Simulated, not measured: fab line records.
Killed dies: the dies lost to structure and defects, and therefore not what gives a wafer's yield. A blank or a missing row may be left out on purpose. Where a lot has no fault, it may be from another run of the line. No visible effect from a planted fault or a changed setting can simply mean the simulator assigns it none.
fab line records	flow n5_finfet
record lots=9	wafers=25	last_day=18
route steps=1938 shown HKMG_FIN@441 BEOL_M4@1111 PASSIVATION@1936
lots that met no fault: from a run of the same line without faults
start_h: the number of hours between the record's first day and the start of the first shown wafer of the lot	wait_h: time in hours since the lot's previous step	" identical to the entry in the row above	L1.1+2: a row that stands for several wafers	- either no value or no given start	* or withheld: withheld	< > ~ a bound
route shown NAME@n: a module of which the file shows steps, and the number in the route of the first	usual: mean/standard deviation of fault-free wafers	same: alike in all rows	chamber/n: place in a boat	sites: readings site by site	_std_site: the standard deviation of these	_edge_site: mean of outer sites minus mean of inner sites	radius_mm: for every site, how far away it sits from the centre of the wafer	mask NAME#n: copy n	behind: the tool/chamber that last shaped the wafer	hold: reason for holding the lot/hours on hold/outcome of the hold	device: the n, p or np transistor that did not switch	end of line: tests run on the same wafers once the route is complete	a step given without rows: its recipe and nothing more	killed: dies that structure and defects cost at the first sort, which is not the same as the wafer's yield	map: shows each die of a wafer: x if killed, . if not, _ if none is there
set.NAME: the setting that was run; set.NAME@STEP: the one run at that earlier step	model.NAME: the simulator's own value behind a step, which no gauge read
route steps across a sampled set of lots; one table per step, one row per wafer
services: when a tool's chamber went out of use (start_h, in hours from the record's first day, below 0 if earlier), for how many hours, and the reason
## steps
# step N5_HKMG_FIN_STRIP_19
# recipe chemistry=N2/H2	power_w=2500	temp_c=300	h2_frac=0.65	time_s=360	pressure_mtorr=withheld	n2_flow_sccm=1750	h2_flow_sccm=3250
# usual drypump_motor_current_A=5.5/0.36	heater_power_w=440/14
lot.wafer	tool	chamber	start_h	wait_h	drypump_motor_current_A	heater_power_w	rf_hours_counter_h
L643.1	plasma_asher-02	1	95.63	0.0	5.1	433	91
L643.2	"	0	"	"	5.8	449	91
L643.5	"	1	"	"	5.1	439	-
L644.2	plasma_asher-01	1	104.12	0.0	5.4	410	44
L644.6	"	1	"	"	5.4	402	-
L648.1	plasma_asher-02	0	125.46	0.0	5.8	453	98
L648.3	"	1	"	"	5.1	445	-
L648.5	"	1	"	"	5.1	435	-
L649.1	plasma_asher-01	1	132.14	0.0	5.4	396	47
L649.3	"	0	"	"	6.1	445	-
L649.4	"	1	"	"	5.4	405	-
L652.3	plasma_asher-02	1	149.82	0.1	5.1	440	-
L652.4	"	0	"	"	5.8	438	-
L652.5	"	0	"	"	5.8	444	-
L660.2	plasma_asher-01	1	200.76	0.0	5.4	405	58
L660.6	"	0	"	"	6.0	445	-
L661.2	plasma_asher-02	0	211.04	0.0	5.8	456	116
L661.3	"	0	"	"	5.8	461	-
L661.4	"	1	"	"	5.1	436	-
L663.2	plasma_asher-01	0	222.14	0.0	6.0	457	62
L663.4	"	1	"	"	5.4	401	-
L663.5	"	1	"	"	5.4	422	-
L662.1	plasma_asher-02	0	225.42	0.0	5.8	448	119
L662.2	"	1	"	"	5.1	459	119
L662.4	"	0	"	"	5.8	440	-
# step N5_HKMG_FIN_STRIP_89
# recipe chemistry=N2/H2	material=SOC	time_s=20	power_w=500	temp_c=40	pressure_mtorr=50	rf_frequency_hz=6e+07	bias_power_w=8	h2_frac=0.5	n2_flow_sccm=300	h2_flow_sccm=300
# usual drypump_motor_current_A=5.7/0.55	oes_product_au=0.82/0.066	rf_vpp_V=54.3/0.86	showerhead_plenum_p_Torr=3.36/0.097	throttle_valve_pct=18.9/0.46
lot.wafer	tool	chamber	start_h	wait_h	drypump_motor_current_A	oes_product_au	rf_hours_counter_h	rf_vpp_V	showerhead_plenum_p_Torr	throttle_valve_pct
L643.1	rie_diel-02	3	96.43	0.0	5.4	0.78	118	53.3	3.51	18.7
L643.2	"	1	"	"	5.0	0.89	10	53.7	3.30	19.1
L643.5	"	0	"	"	5.4	0.74	-	54.3	3.37	19.2
L644.2	rie_diel-02	1	105.36	0.0	5.1	0.89	14	53.6	3.30	19.1
L644.6	"	1	"	"	5.1	0.89	-	55.3	3.30	19.1
L648.1	rie_diel-03	0	126.40	0.0	5.5	0.85	59	54.3	3.54	18.1
L648.3	"	1	"	"	6.1	0.89	28	53.7	3.43	18.7
L648.5	"	1	"	"	6.2	0.89	-	56.4	3.43	18.7
L649.1	rie_diel-06	1	132.92	0.0	4.8	0.75	148	53.9	3.21	19.0
L649.3	"	3	"	"	6.6	0.82	77	54.3	3.41	19.5
L649.4	"	3	"	"	6.6	0.82	-	54.1	3.41	19.5
L652.3	rie_diel-03	2	150.48	0.0	5.6	0.89	23	54.0	3.41	18.2
L652.4	"	0	"	"	5.5	0.84	66	54.8	3.54	18.1
L652.5	"	0	"	"	5.5	0.84	-	54.5	3.54	18.1
L660.2	rie_diel-06	0	201.54	0.0	6.3	0.85	43	55.0	3.28	18.7
L660.6	"	3	"	"	6.6	0.80	-	53.3	3.40	19.5
L661.2	rie_diel-06	2	211.82	0.0	5.4	0.78	106	55.0	3.24	18.5
L661.3	"	1	"	"	4.9	0.72	174	52.3	3.20	19.0
L661.4	"	0	"	"	6.2	0.86	47	55.0	3.27	18.7
L663.2	rie_diel-06	2	222.95	0.0	5.4	0.78	110	51.9	3.24	18.5
L663.4	"	0	"	"	6.3	0.86	51	54.8	3.27	18.7
L663.5	"	3	"	"	6.6	0.78	-	54.4	3.39	19.6
L662.1	rie_diel-02	2	226.20	0.0	5.1	0.90	45	54.3	3.29	19.7
L662.2	"	0	"	"	5.4	0.71	171	54.5	3.35	19.3
L662.4	"	1	"	"	5.0	0.82	55	54.2	3.28	19.2
# step N5_HKMG_FIN_NWFM_ALD_20
# recipe material=TiAlC	target_thk_a=20	temp_c=300	ald_precursor_family=TiCl4	ald_co_reactant=TEA	pulse_time_s=3	purge_time_s=2	co_reactant_purge_time_s=2	co_reactant_pulse_time_s=10	ald_cycles=7	pressure_torr=3
# usual ald_cycles=7/0	heater_power_w=494/41	precursor_pulse_height_rel=0.999/0.018
# same purge_time_s=2
lot.wafer	tool	chamber	start_h	wait_h	ald_cycles	heater_power_w	precursor_pulse_height_rel
L643.1	ald_metal-04	0	97.01	0.3	7	498	0.984
L643.2	"	1	"	"	7	470	0.991
L643.5	"	2	"	"	7	465	0.979
L644.2	ald_metal-02	3	105.94	0.3	7	492	0.971
L644.6	"	1	"	"	7	528	1.027
L648.1	ald_metal-04	3	126.98	0.3	7	512	1.012
L648.3	"	0	"	"	7	519	0.996
L648.5	"	1	"	"	7	465	1.012
L649.1	ald_metal-04	3	133.49	0.3	7	509	0.976
L649.3	"	2	"	"	7	469	0.979
L649.4	"	1	"	"	7	469	1.013
L652.3	ald_metal-04	0	151.05	0.1	7	506	0.957
L652.4	"	1	"	"	7	469	1.002
L652.5	"	3	"	"	7	514	1.021
L660.2	ald_metal-02	2	202.11	0.3	7	477	1.001
L660.6	"	2	"	"	5	498	1.013
L661.2	ald_metal-02	2	212.40	0.3	7	488	0.988
L661.3	"	1	"	"	7	545	0.997
L661.4	"	1	"	"	5	527	1.010
L663.2	ald_metal-03	2	223.52	0.3	7	460	0.976
L663.4	"	3	"	"	7	530	1.014
L663.5	"	3	"	"	7	545	1.025
L662.1	ald_metal-03	3	226.81	0.3	7	534	1.011
L662.2	"	1	"	"	7	580	1.019
L662.4	"	0	"	"	7	425	1.052
# step N5_HKMG_FIN_INSPECT_28
# recipe inspect_instrument=darkfield	mode=post_cmp
# usual raw_defect_count=40/16
lot.wafer	tool	chamber	start_h	wait_h	raw_defect_count
L643.1	defect_inspect-02	-	99.55	0.0	48
L643.2	"	-	"	"	23
L643.5	"	-	"	"	20
L644.2	defect_inspect-01	-	108.43	0.0	19
L644.6	"	-	"	"	25
L648.1	defect_inspect-02	-	129.49	0.0	39
L648.3	"	-	"	"	10
L648.5	"	-	"	"	28
L649.1	defect_inspect-02	-	135.93	0.0	42
L649.3	"	-	"	"	42
L649.4	"	-	"	"	121
L652.3	defect_inspect-02	-	153.48	0.0	50
L652.4	"	-	"	"	43
L652.5	"	-	"	"	29
L660.2	defect_inspect-02	-	204.66	0.0	52
L660.6	"	-	"	"	39
L661.2	defect_inspect-01	-	215.04	0.2	69
L661.3	"	-	"	"	29
L661.4	"	-	"	"	42
L663.2	defect_inspect-01	-	225.97	0.0	50
L663.4	"	-	"	"	45
L663.5	"	-	"	"	38
L662.1	defect_inspect-02	-	229.23	0.0	33
L662.2	"	-	"	"	63
L662.4	"	-	"	"	32
# step N5_BEOL_M4_RC_MEAS_101
# usual DIBL_N=36.0/1.9	DIBL_P=36.0/2.1	IOFF_N=0.155/0.029	IOFF_N_85C=3.0/0.46	IOFF_N_LIN=0.072/0.011	IOFF_N_LONG=5.52e-05/2.9e-06	IOFF_P=0.20/0.032	IOFF_P_85C=3.6/0.48	IOFF_P_LIN=0.097/0.011	IOFF_P_LONG=0.000104/8.9e-06	ION_N=672/11	ION_P=461/6.9	SS_N=71.5/0.58	SS_P=73.2/0.64	VT_N=250.4/2.9	VT_N_LONG=275.2/1.9	VT_N_LVT=98/3.1	VT_P=-251.0/2.8	VT_P_LONG=-276/3.2	VT_P_LVT=-99.1/2.8
lot.wafer	tool	chamber	start_h	wait_h	DIBL_N[mV/V]	DIBL_P[mV/V]	IOFF_N[nA/um]	IOFF_N_85C[nA/um]	IOFF_N_LIN[nA/um]	IOFF_N_LONG[nA/um]	IOFF_P[nA/um]	IOFF_P_85C[nA/um]	IOFF_P_LIN[nA/um]	IOFF_P_LONG[nA/um]	ION_N[uA/um]	ION_P[uA/um]	SS_N[mV/dec]	SS_P[mV/dec]	VT_N[mV]	VT_N_LONG[mV]	VT_N_LVT[mV]	VT_P[mV]	VT_P_LONG[mV]	VT_P_LVT[mV]
L643.1	prober-02	0	187.11	0.0	38.1	39.4	0.192	3.6	0.087	5.81e-05	0.26	4.3	0.114	0.000109	696	475	71.6	74.1	247.3	276.8	95	-244.9	-274	-95.2
L643.2	"	0	"	"	39.6	40.4	0.218	4.0	0.093	5.85e-05	0.27	4.5	0.118	0.000102	682	466	72.0	73.4	244.8	273.0	94	-248.1	-275	-95.0
L643.5	"	0	"	"	39.5	39.7	0.213	3.9	0.094	5.87e-05	0.27	4.4	0.117	0.000108	705	478	71.0	73.7	247.4	274.7	94	-247.3	-275	-94.9
L644.2	prober-01	0	210.12	0.2	34.8	34.1	0.124	2.5	0.060	5.47e-05	0.19	3.3	0.095	0.000118	666	460	71.1	72.9	252.0	277.3	101	-249.1	-272	-100.0
L644.6	"	0	"	"	36.1	35.2	0.143	2.8	0.067	5.45e-05	0.20	3.6	0.100	0.000115	660	460	71.8	73.1	251.5	277.6	101	-249.3	-274	-98.4
L648.1	prober-01	0	227.73	0.0	38.1	38.0	0.178	3.4	0.081	5.72e-05	0.22	4.0	0.107	0.000108	688	468	71.8	73.3	247.4	273.9	96	-249.7	-271	-98.6
L648.3	"	0	"	"	35.3	34.2	0.125	2.6	0.061	5.71e-05	0.17	3.1	0.087	0.000107	671	459	71.0	72.6	253.8	275.3	103	-253.8	-277	-102.7
L648.5	"	0	"	"	37.7	37.6	0.177	3.4	0.081	5.76e-05	0.21	3.8	0.104	0.000107	690	464	71.1	73.1	247.6	273.5	97	-250.1	-275	-99.5
L649.1	prober-01	0	240.97	0.0	36.0	37.2	0.153	3.0	0.070	5.3e-05	0.21	3.7	0.102	0.00011	688	469	70.9	74.1	249.2	276.1	100	-248.9	-275	-96.4
L649.3	"	0	"	"	35.7	36.8	0.155	3.0	0.073	5.36e-05	0.22	3.8	0.105	0.000105	672	467	71.1	73.8	250.3	277.0	99	-250.4	-275	-96.5
L649.4	"	0	"	"	34.6	35.8	0.135	2.7	0.064	5.32e-05	0.20	3.5	0.099	0.000109	665	466	71.5	73.6	251.7	276.9	101	-249.1	-274	-97.8
L652.3	prober-01	0	249.96	0.3	34.1	33.6	0.122	2.5	0.061	5.63e-05	0.16	2.9	0.081	0.000104	657	462	71.4	72.6	252.1	273.5	102	-255.5	-278	-104.3
L652.4	"	0	"	"	38.1	39.0	0.217	4.0	0.097	5.65e-05	0.26	4.2	0.111	9.6e-05	684	466	72.7	74.0	243.7	273.3	94	-250.7	-279	-98.9
L652.5	"	0	"	"	35.3	34.9	0.142	2.8	0.069	5.67e-05	0.18	3.1	0.088	0.000104	673	459	71.2	73.4	248.6	272.7	101	-252.9	-277	-103.0
L660.2	prober-02	0	304.13	0.2	38.9	38.1	0.198	3.6	0.086	5.32e-05	0.23	4.1	0.109	0.000102	689	466	72.3	73.8	246.5	279.2	96	-250.8	-277	-99.4
L660.6	"	0	"	"	38.5	37.9	0.033	0.8	0.015	2.43e-05	0.37	5.9	0.171	0.000151	571	480	71.9	74.0	294.9	322.3	145	-234.5	-263	-86.2
L663.2	prober-01	0	311.51	0.2	37.5	36.0	0.179	3.4	0.083	5.52e-05	0.23	3.9	0.105	9.9e-05	672	465	71.6	73.9	248.6	273.6	93	-246.8	-280	-96.9
L663.4	"	0	"	"	35.8	34.7	0.147	2.9	0.071	5.51e-05	0.20	3.5	0.097	9.7e-05	678	460	71.1	72.9	251.6	275.9	96	-250.3	-281	-98.4
L663.5	"	0	"	"	38.0	36.4	0.173	3.3	0.076	5.44e-05	0.24	4.0	0.105	9.9e-05	657	450	71.5	73.8	248.6	275.9	97	-252.1	-280	-97.9
L661.2	prober-02	0	312.04	0.2	33.6	33.1	0.130	2.6	0.062	5.92e-05	0.18	3.2	0.093	0.000119	675	467	71.5	72.1	250.5	273.8	99	-250.3	-272	-99.5
L661.3	"	0	"	"	32.7	32.2	0.124	2.5	0.060	5.88e-05	0.17	3.0	0.089	0.00012	673	464	70.7	72.4	255.6	275.4	99	-251.7	-272	-99.0
L661.4	"	0	"	"	34.6	33.9	0.023	0.6	0.011	2.56e-05	0.31	4.9	0.150	0.000174	549	476	70.9	72.7	302.0	325.4	150	-237.9	-256	-84.5
L662.1	prober-01	0	313.78	0.0	34.4	35.1	0.149	3.0	0.072	5.49e-05	0.19	3.4	0.093	9.7e-05	682	466	71.6	73.0	252.9	276.7	95	-249.1	-278	-98.9
L662.2	"	0	"	"	33.3	33.1	0.118	2.5	0.058	5.47e-05	0.15	2.8	0.079	9.8e-05	661	450	71.0	72.6	255.5	275.4	100	-255.7	-279	-102.1
L662.4	"	0	"	"	32.8	33.0	0.119	2.5	0.062	5.43e-05	0.16	3.0	0.085	0.000102	674	462	70.4	72.9	251.2	276.9	98	-253.9	-279	-100.1
# step N5_PASSIVATION_PROBE_49
# usual defect_limited_yield=91.0/1.5	killed_at_M0_to_M3=33/9.4	killed_at_M4_up=14/4.8	killed_at_contacts=13/7.3	killed_at_front_end=43/13	killed_at_other=3.6/2.9	killed_dies=106/18	killed_open=69/13	killed_short=35/8.2	sort_bin_4_leakage=0/0	sort_bin_5_function=5.3/1	sort_bin_6_memory=3.3/0.68	sort_bin_8_speed=0.01/0.027	sort_n_pass=1074/18	sort_yield_pct=91.0/1.5
# same gross_dies=1180	killed_at_back_side=0
lot.wafer	tool	chamber	start_h	wait_h	defect_limited_yield[%]	killed_at_M0_to_M3	killed_at_M4_up	killed_at_contacts	killed_at_front_end	killed_at_other	killed_dies	killed_open	killed_short	sort_bin_4_leakage[%]	sort_bin_5_function[%]	sort_bin_6_memory[%]	sort_bin_8_speed[%]	sort_n_pass	sort_yield_pct[%]
L644.6	prober-02	-	322.99	0.3	92.6	13	7	8	58	1	87	57	28	0	4.1	3.3	0	1093	92.6
L648.1	prober-01	-	325.56	0.0	90.1	37	16	16	45	3	117	72	44	0	6.4	2.9	0	1063	90.1
L648.3	prober-01	-	325.66	0.1	91.0	35	13	7	46	5	106	68	38	0	5.1	3.6	0	1074	91.0
L648.5	prober-01	-	325.76	0.2	93.7	18	13	7	31	5	74	42	32	0	3.2	2.8	0	1106	93.7
L649.1	prober-01	-	350.89	0.0	92.1	27	13	18	34	1	93	68	25	0	4.9	2.5	0	1087	92.1
L649.3	prober-01	-	350.99	0.1	91.2	40	5	7	52	0	104	69	33	0	5.3	3.2	0	1076	91.2
L649.4	prober-01	-	351.04	0.2	87.4	42	12	6	85	4	149	89	56	0	7.6	4.1	0	1031	87.4
L652.3	prober-01	-	356.24	0.1	87.5	44	14	6	79	4	147	99	48	0	7.9	4.0	0	1033	87.5
L652.4	prober-01	-	356.29	0.2	91.3	30	16	7	47	3	103	63	38	0	4.9	3.3	0	1077	91.3
L652.5	prober-01	-	356.34	0.2	86.7	51	7	16	82	1	157	102	53	0	8.5	4.3	0	1023	86.7
L660.2	prober-02	-	404.24	0.1	90.8	30	7	10	58	3	108	70	32	0	5.0	3.4	0	1072	90.8
L660.6	prober-02	-	404.44	0.3	90.3	30	14	13	54	4	115	69	38	0.08	5.8	3.4	90.17	0	0
L663.2	prober-01	-	415.86	0.1	90.8	37	4	20	39	9	109	69	39	0	5.6	3.5	0	1071	90.8
L663.4	prober-01	-	415.96	0.2	91.1	34	9	21	33	8	105	64	33	0	4.3	4.0	0	1075	91.1
L663.5	prober-01	-	416.01	0.2	91.4	30	17	21	30	4	102	66	35	0	4.3	3.9	0	1078	91.4
L661.2	prober-01	-	421.97	0.1	92.4	24	16	20	29	1	90	60	28	0	5.2	2.3	0	1090	92.4
L661.3	prober-01	-	422.02	0.1	89.6	45	20	20	37	1	123	76	47	0	6.0	4.2	0	1057	89.6
L661.4	prober-01	-	422.07	0.2	88.6	52	17	16	46	4	135	81	49	0	6.4	4.4	88.56	0	0
# killed by level:class
L644.6 STI_FIN_REVEAL:geometric_particle:open=23 STI_FIN_REVEAL:geometric_particle:short=8 FIN_SAQP:geometric_particle:short=7 MOL_CONTACT_COAG:geometric_particle:open=7 BEOL_M0_SAQP:geometric_particle:open=6 FIN_SAQP:geometric_particle:open=4 GATE_CUT:geometric_particle:short=4 ILD0:geometric_particle:short=3
L648.1 BEOL_M2:geometric_particle:open=20 FIN_SAQP:geometric_particle:short=12 STI_FIN_REVEAL:geometric_particle:open=9 MOL_CONTACT_COAG:geometric_particle:open=9 BEOL_M4:geometric_particle:open=8 FIN_SAQP:geometric_particle:open=7 MOL_CONTACT_COAG:geometric_particle:short=7 BEOL_M0_SAQP:geometric_particle:short=6
L648.3 STI_FIN_REVEAL:geometric_particle:open=11 FIN_SAQP:geometric_particle:short=9 BEOL_M0_SAQP:geometric_particle:short=8 DUMMY_GATE:geometric_particle:open=7 BEOL_M0_SAQP:geometric_particle:open=7 BEOL_M3:geometric_particle:short=7 BEOL_M4:geometric_particle:open=7 BEOL_M3:geometric_particle:open=6
L648.5 FIN_SAQP:geometric_particle:short=9 BEOL_M4:geometric_particle:open=6 GATE_CUT:geometric_particle:short=6 BEOL_M2:geometric_particle:open=6 STI_FIN_REVEAL:geometric_particle:open=5 FIN_SAQP:geometric_particle:open=4 MOL_CONTACT_COAG:geometric_particle:short=4 MOL_CONTACT_COAG:geometric_particle:open=3
L649.1 MOL_CONTACT_COAG:geometric_particle:open=13 STI_FIN_REVEAL:geometric_particle:open=9 FIN_SAQP:geometric_particle:open=8 BEOL_M2:geometric_particle:open=6 BEOL_M5:geometric_particle:open=6 MOL_CONTACT_COAG:geometric_particle:short=5 FIN_SAQP:geometric_particle:short=4 BEOL_M1:geometric_particle:open=4
L649.3 FIN_SAQP:geometric_particle:open=15 FIN_SAQP:geometric_particle:short=11 BEOL_M2:geometric_particle:open=11 BEOL_M0_SAQP:geometric_particle:short=9 BEOL_M0_SAQP:geometric_particle:open=7 STI_FIN_REVEAL:geometric_particle:open=6 MOL_CONTACT_COAG:geometric_particle:open=6 GATE_CUT:geometric_particle:open=4
L649.4 FIN_SAQP:geometric_particle:open=33 FIN_SAQP:geometric_particle:short=21 BEOL_M2:geometric_particle:open=15 BEOL_M0_SAQP:geometric_particle:open=7 BEOL_M1:geometric_particle:open=6 MOL_CONTACT_COAG:geometric_particle:open=5 BEOL_M4:geometric_particle:open=5 STARTING-WAFER:geometric_particle:open=5
L652.3 FIN_SAQP:geometric_particle:open=30 STI_FIN_REVEAL:geometric_particle:open=15 FIN_SAQP:geometric_particle:short=14 BEOL_M0_SAQP:geometric_particle:short=10 BEOL_M3:geometric_particle:open=9 DUMMY_GATE:geometric_particle:open=7 BEOL_M4:geometric_particle:open=7 BEOL_M1:geometric_particle:open=6
L652.4 FIN_SAQP:geometric_particle:open=9 FIN_SAQP:geometric_particle:short=8 BEOL_M2:geometric_particle:open=8 MOL_CONTACT_COAG:geometric_particle:open=6 BEOL_M4:geometric_particle:open=5 STARTING-WAFER:geometric_particle:short=4 BEOL_M2:geometric_particle:short=4 DUMMY_GATE:geometric_particle:open=4
L652.5 FIN_SAQP:geometric_particle:open=22 STI_FIN_REVEAL:geometric_particle:open=15 FIN_SAQP:geometric_particle:short=14 MOL_CONTACT_COAG:geometric_particle:open=14 BEOL_M3:geometric_particle:open=10 BEOL_M0_SAQP:geometric_particle:short=10 BEOL_M0_SAQP:geometric_particle:open=9 BEOL_M2:geometric_particle:open=7
L660.2 FIN_SAQP:geometric_particle:open=12 BEOL_M3:geometric_particle:open=9 MOL_CONTACT_COAG:geometric_particle:open=9 STI_FIN_REVEAL:geometric_particle:open=7 ILD0:geometric_particle:short=7 BEOL_M1:geometric_particle:open=7 GATE_CUT:geometric_particle:short=5 BEOL_M0_SAQP:geometric_particle:open=5
L660.6 STI_FIN_REVEAL:geometric_particle:open=13 BEOL_M1:geometric_particle:open=10 FIN_SAQP:geometric_particle:short=9 MOL_CONTACT_COAG:geometric_particle:open=8 FIN_SAQP:geometric_particle:open=7 DUMMY_GATE:geometric_particle:open=7 BEOL_M1:geometric_particle:short=5 BEOL_M2:geometric_particle:open=5
L663.2 MOL_CONTACT_COAG:geometric_particle:open=15 BEOL_M2:geometric_particle:open=12 ILD0:geometric_particle:short=8 BEOL_M1:geometric_particle:open=6 STARTING-WAFER:geometric_particle:open=6 FIN_SAQP:geometric_particle:short=5 FIN_SAQP:geometric_particle:open=5 STI_FIN_REVEAL:geometric_particle:open=5
L663.4 BEOL_M2:geometric_particle:open=18 MOL_CONTACT_COAG:geometric_particle:open=17 FIN_SAQP:geometric_particle:open=10 HKMG_FIN:area_etch=6 FIN_SAQP:geometric_particle:short=5 BEOL_M2:geometric_particle:short=5 PASS1_DEP:geometric_particle:open=5 STI_FIN_REVEAL:geometric_particle:open=4
L663.5 MOL_CONTACT_COAG:geometric_particle:open=17 BEOL_M2:geometric_particle:open=10 BEOL_M4:geometric_particle:open=8 FIN_SAQP:geometric_particle:short=7 DUMMY_GATE:geometric_particle:open=5 MOL_CONTACT_COAG:geometric_particle:short=4 BEOL_M3:geometric_particle:open=4 FIN_SAQP:geometric_particle:open=3
L661.2 MOL_CONTACT_COAG:geometric_particle:open=17 BEOL_M0_SAQP:geometric_particle:short=11 BEOL_M4:geometric_particle:open=10 FIN_SAQP:geometric_particle:open=5 DUMMY_GATE:geometric_particle:open=5 BEOL_M0_SAQP:geometric_particle:open=5 GATE_CUT:geometric_particle:short=4 BEOL_M3:geometric_particle:open=4
L661.3 MOL_CONTACT_COAG:geometric_particle:open=12 FIN_SAQP:geometric_particle:open=11 BEOL_M4:geometric_particle:open=11 BEOL_M1:geometric_particle:open=9 BEOL_M0_SAQP:geometric_particle:open=9 FIN_SAQP:geometric_particle:short=8 MOL_CONTACT_COAG:geometric_particle:short=8 BEOL_M0:geometric_particle:short=8
L661.4 BEOL_M0_SAQP:geometric_particle:short=21 MOL_CONTACT_COAG:geometric_particle:open=16 FIN_SAQP:geometric_particle:short=15 BEOL_M0_SAQP:geometric_particle:open=12 FIN_SAQP:geometric_particle:open=10 BEOL_M2:geometric_particle:open=9 BEOL_M4:geometric_particle:open=7 DUMMY_GATE:geometric_particle:open=6
## services
tool	chamber	start_h	hours	kind
rie_diel-02	2	74.93	-	clean
rie_diel-02	2	74.93	-	consumable_replace:focus_ring
rie_diel-02	2	74.93	26.6	scheduled_down
rie_diel-02	2	74.93	26.6	vent_cycle
ald_metal-02	3	85.05	15.9	repair
rie_diel-06	-	100.57	14.6	pm
plasma_asher-02	-	109.26	2.8	pm
ald_metal-03	1	110.48	4.2	repair
plasma_asher-01	-	115.45	10.4	repair
rie_diel-06	0	131.05	5.5	repair
rie_diel-06	0	162.38	3.7	repair
rie_diel-02	1	162.82	3.1	repair
ald_metal-04	1	168.48	2.2	repair
plasma_asher-01	-	168.97	3.8	repair
ald_metal-04	3	175.80	1.5	repair
ald_metal-03	-	187.71	1.8	repair
ald_metal-02	3	197.98	17.2	repair
ald_metal-02	1	219.92	10.1	repair
ald_metal-02	-	224.23	4.3	pm
## key
first_sign step=N5_HKMG_FIN_NWFM_ALD_20	reading=ald_cycles	direction=down	sigmas=99+	usual=*	struck=*
effect step=N5_BEOL_M4_RC_MEAS_101	reading=VT_N_LONG	direction=up	sigmas=25	usual=275.2	struck=323.8
effect step=N5_BEOL_M4_RC_MEAS_101	reading=VT_N	direction=up	sigmas=16	usual=250.4	struck=298.4
effect step=N5_BEOL_M4_RC_MEAS_101	reading=VT_N_LVT	direction=up	sigmas=16	usual=98	struck=148
effect step=N5_BEOL_M4_RC_MEAS_101	reading=IOFF_N_LONG	direction=down	sigmas=10	usual=5.52e-05	struck=2.5e-05
effect step=N5_BEOL_M4_RC_MEAS_101	reading=ION_N	direction=down	sigmas=10	usual=672	struck=560
effect step=N5_BEOL_M4_RC_MEAS_101	reading=IOFF_P_LONG	direction=up	sigmas=6.5	usual=0.000104	struck=0.000162
effect step=N5_BEOL_M4_RC_MEAS_101	reading=IOFF_P_LIN	direction=up	sigmas=5.7	usual=0.097	struck=0.160
effect step=N5_BEOL_M4_RC_MEAS_101	reading=IOFF_N_LIN	direction=down	sigmas=5.6	usual=0.072	struck=0.013
effect step=N5_BEOL_M4_RC_MEAS_101	reading=VT_P	direction=up	sigmas=5.3	usual=-251.0	struck=-236.2
effect step=N5_BEOL_M4_RC_MEAS_101	reading=VT_P_LONG	direction=up	sigmas=5.1	usual=-276	struck=-260
effect step=N5_BEOL_M4_RC_MEAS_101	reading=IOFF_N_85C	direction=down	sigmas=5	usual=3.0	struck=0.7
effect step=N5_BEOL_M4_RC_MEAS_101	reading=VT_P_LVT	direction=up	sigmas=5	usual=-99.1	struck=-85.4
effect step=N5_PASSIVATION_PROBE_49	reading=sort_bin_8_speed	direction=up	sigmas=99+	usual=0.01	struck=89.36
met_at N5_HKMG_FIN_NWFM_ALD_20
struck_lots L660,L661
struck_wafers L660.6,L661.4
not_acting_at N5_HKMG_FIN_STRIP_19,N5_HKMG_FIN_STRIP_89,N5_HKMG_FIN_INSPECT_28
onset_between 105.94 202.11
fault kind=process_parameter_drift	tool=ald_metal-02	chamber=-	onset_h=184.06	steps=N5_HKMG_FIN_NWFM_ALD_20	channel=ald_cycles	offset=*	shape=step	end_h=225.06	scope=struck_wafers_only	acts_in=*	stated=*
